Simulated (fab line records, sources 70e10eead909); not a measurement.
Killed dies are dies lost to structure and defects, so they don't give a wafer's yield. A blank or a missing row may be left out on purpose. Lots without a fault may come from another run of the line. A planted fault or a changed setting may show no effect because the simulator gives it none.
Chamber matching | flow nand_harc | NHARC_A_STAIRCASE_DEP_259 on pecvd-01: 3 sister chambers
The step deposits SiON, target thk 30 nm. 6 wafers are shown with their chamber, then 9 later ones without.

WAFERS WITH THEIR CHAMBER
wafer  | chamber | heater_power_w (W)
L078.4 | 0       | 713
L081.4 | 0       | 652
L083.5 | 2       | 885
L087.2 | 1       | 781
L087.3 | 2       | 862
L087.6 | 1       | 764

WAFERS WITHOUT THEIR CHAMBER
wafer  | heater_power_w (W)
L090.1 | 691
L090.4 | 686
L090.6 | 863
L097.1 | 716
L097.4 | 706
L097.6 | 701
L096.1 | 689
L096.2 | 742
L096.4 | 698

WHICH CHAMBER EACH WENT THROUGH
wafer  | from the rows above     | in truth
L090.1 | 0                       | 0
L090.4 | 0                       | 0
L090.6 | 2                       | 2
L097.1 | can't be placed: 0 or 1 | 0
L097.4 | can't be placed: 0 or 1 | 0
L097.6 | can't be placed: 0 or 1 | 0
L096.1 | 0                       | 0
L096.2 | can't be placed: 1 or 0 | 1
L096.4 | 0                       | 0
Placed correctly: 5 of 9. Can't be placed from these rows: 4 (the true chamber is among the candidates in 4). Placed wrongly: 0.
How it was worked out, from the rows above alone: a wafer's distance from a chamber is the root of the sum, over the readings, of the square of ((its reading less the chamber's mean) divided by the reading's scatter). The wafer belongs to the nearest chamber; if the next one is less than 2 further off, it can't be placed. A chamber's mean is the mean of its shown wafers. The scatter: the root of (the sum of the squares of (reading less its chamber's mean) over the shown wafers, divided by (wafers less chambers)).
